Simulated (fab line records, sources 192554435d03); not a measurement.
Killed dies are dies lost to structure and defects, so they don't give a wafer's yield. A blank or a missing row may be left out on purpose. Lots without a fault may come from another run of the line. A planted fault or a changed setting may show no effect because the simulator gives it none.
A struck lot beside a sound one | flow n5_finfet | 40 steps out of a route of 1938
Sound: wafers L671.1, L671.4, L671.6. Struck: wafer L657.1. (L657.2, L657.6 of the same lot were not struck and are left out.) The cause comes at the end.
At each step with rows: each side's tool, then ch and its chambers, then its first start. Under that, the readings that differ: sound wafers | struck wafers | difference of the means | sigmas: that difference in standard deviations of wafers without a fault.
alike: readings whose means differ by less than 2 such deviations, and words and numbers that are the same on both sides. not compared: withheld readings, readings that some wafer has no value for, bounds like >300 that may hide the same value, and numbers for which the record gives no deviation and whose values overlap.
The two part at a step that has a row with sigmas, a row that says differs or no value, or rows on one side only. Numbers that don't overlap but have no deviation are shown without sigmas and don't part them. A reading that every wafer of one side lacks parts them only if that side has two wafers or more.

first, 11 steps without rows for these wafers: N5_BEOL_M0_SAQP_STRIP_113 (strips in CHF3/O2); N5_BEOL_M0_SAQP_MANDREL_ETCH_20 (etches a-Si in HBr/Cl2, stops on SiNx, target depth 60 nm, bt time 10 s, time 30 s); N5_BEOL_M0_SAQP_STRIP_86 (strips in N2/H2); N5_BEOL_M0_SAQP_STRIP_115 (strips in post etch residue remover, time 60 s); N5_BEOL_M0_SAQP_SRD_93 (time 30 s); N5_BEOL_M0_SAQP_RECESS_114 (chemistry HF/NH3, target SiO2, target depth 14.4 nm, afs cycles 3, sublimation time 60 s); N5_BEOL_M0_SAQP_SPACER1_ALD_98 (deposits SiO2, target thk 12.8 nm, pulse time 1 s, purge time 2 s); N5_BEOL_M0_SAQP_SPACER1_ETCHBACK_99 (etches SiO2 in CHF3/O2, target depth 15.4 nm, time 7.7 s); N5_BEOL_M0_SAQP_MANDREL1_REMOVE_100 (chemistry HBr/Cl2/O2, target a-Si, stops on SiNx, bt time 10 s); N5_BEOL_M0_SAQP_ETCH_101 (etches SiNx in CH3F/O2, target depth 29.9 nm, time 42.7 s); N5_BEOL_M0_SAQP_ETCH_102 (etches SiO2 in CF4, target depth 4 nm, time 4.4 s).
N5_BEOL_M0_SAQP_MANDREL_ETCH_103: etches a-Si in HBr/Cl2, stops on SiCN, target depth 45 nm, bt time 10 s, time 27 s.
  sound on rie_si-04 ch 0,1,3, day 10 20:19; struck on rie_si-01 ch 0, day 7 08:23
  reading                                         | sound             | struck | difference | sigmas
  oes_product_au (a.u.)                           | 0.707 0.701 0.711 | 0.664  | -0.042     | -3
  model.SiCN_of_BEOL_M0_SAQP_PECVD_03.thk_nm (nm) | 9.2 8.8 9         | 9.6    | +0.6       |
  alike: bias_w, drypump_motor_current_A, rf_fwd_power_W, throttle_valve_pct
  not compared: rf_hours_counter_h
then, 5 steps without rows for these wafers: N5_BEOL_M0_SAQP_RECESS_104 (chemistry HF/NH3, target SiO2, target depth 18 nm, afs cycles 3, sublimation time 60 s); N5_BEOL_M0_SAQP_COAT_105 (time 60 s, resist thk 100 nm); N5_BEOL_M0_SAQP_ETCH_106 (etches SOC in N2/H2, stops on SiNx, target depth 150 nm); N5_BEOL_M0_SAQP_ETCH_107 (etches SiNx in CH3F/O2, target depth 30 nm); N5_BEOL_M0_SAQP_STRIP_108 (strips in N2/H2).
N5_BEOL_M0_SAQP_RECESS_109: chemistry HF/NH3, target SiO2, target depth 3 nm, afs cycles 1, sublimation time 60 s.
  sound on vapor_etch-01 ch 0,1, day 10 21:11; struck on vapor_etch-02 ch 1, day 7 09:18
  reading                                         | sound       | struck | difference | sigmas
  model.SiCN_of_BEOL_M0_SAQP_PECVD_03.thk_nm (nm) | 8.8 8.4 8.6 | 9.4    | +0.8       |
  alike: drypump_motor_current_A
then, 19 steps without rows for these wafers: N5_BEOL_M0_SAQP_SPACER2_ALD_26 (deposits SiO2, target thk 15 nm, pulse time 1 s, purge time 2 s); N5_BEOL_M0_SAQP_SPACER2_ETCHBACK_27 (etches SiO2 in CHF3/O2, target depth 22.5 nm, time 11.25 s); N5_BEOL_M0_SAQP_MANDREL2_REMOVE_110 (chemistry HBr/Cl2/O2, target a-Si, stops on SiCN, bt time 10 s); N5_BEOL_M0_SAQP_COAT_69 (time 60 s, resist thk 90 nm); N5_BEOL_M0_SAQP_COAT_72 (time 60 s, resist thk 15 nm); N5_BEOL_M0_SAQP_COAT_87 (time 60 s, resist thk 5 nm); N5_BEOL_M0_SAQP_COAT_34 (resist thk 30 nm); N5_BEOL_M0_SAQP_EBR_36; N5_BEOL_M0_SAQP_SOFTBAKE_35 (time 60 s); N5_BEOL_M0_SAQP_EXPOSE_37 (exposes mask M0 CUT1, target cd 30 nm); N5_BEOL_M0_SAQP_PEB_38 (peb time 60 s); N5_BEOL_M0_SAQP_DEVELOP_39 (develop time 30 s); N5_BEOL_M0_SAQP_DESCUM_45 (chemistry O2, time 7 s); N5_BEOL_M0_SAQP_ETCH_88 (etches underlayer in N2/H2, target depth 6.5 nm, time 5.2 s); N5_BEOL_M0_SAQP_ETCH_73 (etches SiARC in CF4, target depth 19.5 nm, time 32.5 s); N5_BEOL_M0_SAQP_CUT_ETCH_46 (etches SOC in N2/H2, target depth 135 nm, overetch 27 nm, time 202.5 s); N5_BEOL_M0_SAQP_STRIP_74 (strips in N2/H2); N5_BEOL_M0_SAQP_STRIP_89 (strips in N2/H2); N5_BEOL_M0_SAQP_ALD_48 (deposits SiO2, target thk 20 nm, pulse time 1 s, co reactant pulse time 1 s).
N5_BEOL_M0_ETCH_138: etches SiCN in CH3F/O2, target depth 12 nm, time 31.6 s.
  sound on rie_diel-02 ch 0,1, day 11 00:00; struck on rie_diel-02 ch 0, day 7 12:19
  reading                  | sound             | struck | difference | sigmas
  etch_rf_on_time_s (s)    | 29.7 28.2 28.9    | 31.9   | +3.0       | +3
  model.etch.depth_nm (nm) | 8.808 8.381 8.584 | 9.304  | +0.713     |
  alike: bias_w, drypump_motor_current_A, oes_product_au, rf_fwd_power_W, rf_vpp_V, showerhead_plenum_p_Torr, throttle_valve_pct
  not compared: rf_hours_counter_h
N5_BEOL_M0_ETCH_128: etches SiCN in CF4/N2, target depth 12 nm, overetch 5.1 nm, time 21.4 s.
  sound on rie_diel-04 ch 0,3, day 11 02:57; struck on rie_diel-01 ch 3, day 7 15:01
  reading                     | sound             | struck | difference | sigmas
  bias_w (W)                  | 69.99 70.29 70.52 | 69.74  | -0.53      | -2
  drypump_motor_current_A (A) | 5.8 5.7 5.7       | 4.9    | -0.8       | -2
  model.etch.depth_nm (nm)    | 8.808 8.381 8.584 | 9.304  | +0.713     |
  alike: oes_product_au, rf_fwd_power_W, rf_vpp_V, showerhead_plenum_p_Torr, throttle_valve_pct
  not compared: rf_hours_counter_h
-- the record jumps here: 3 days lie between the struck wafers' starts before and after (it left off in module BEOL_M0 and takes up again in module BEOL_M4, whose first step shown is number 1111 of the route) --
N5_BEOL_M4_RC_MEAS_101:
  sound on prober-02 ch 0, day 13 14:20; struck on prober-02 ch 0, day 10 08:08
  alike: DIBL_N, DIBL_P, IOFF_N, IOFF_P, ION_N, ION_P, SS_N, SS_P, VT_N, VT_P

WHERE THEY PART
First at N5_BEOL_M0_SAQP_MANDREL_ETCH_103; last, within this record, at N5_BEOL_M0_ETCH_128. Later steps at which nothing parts them and some readings are alike: N5_BEOL_M4_RC_MEAS_101.

WHY: what the simulator had put in
Process parameter drift: rie_si-01, from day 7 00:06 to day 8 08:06, at N5_BEOL_M0_SAQP_MANDREL_ETCH_103. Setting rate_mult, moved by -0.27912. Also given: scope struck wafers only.
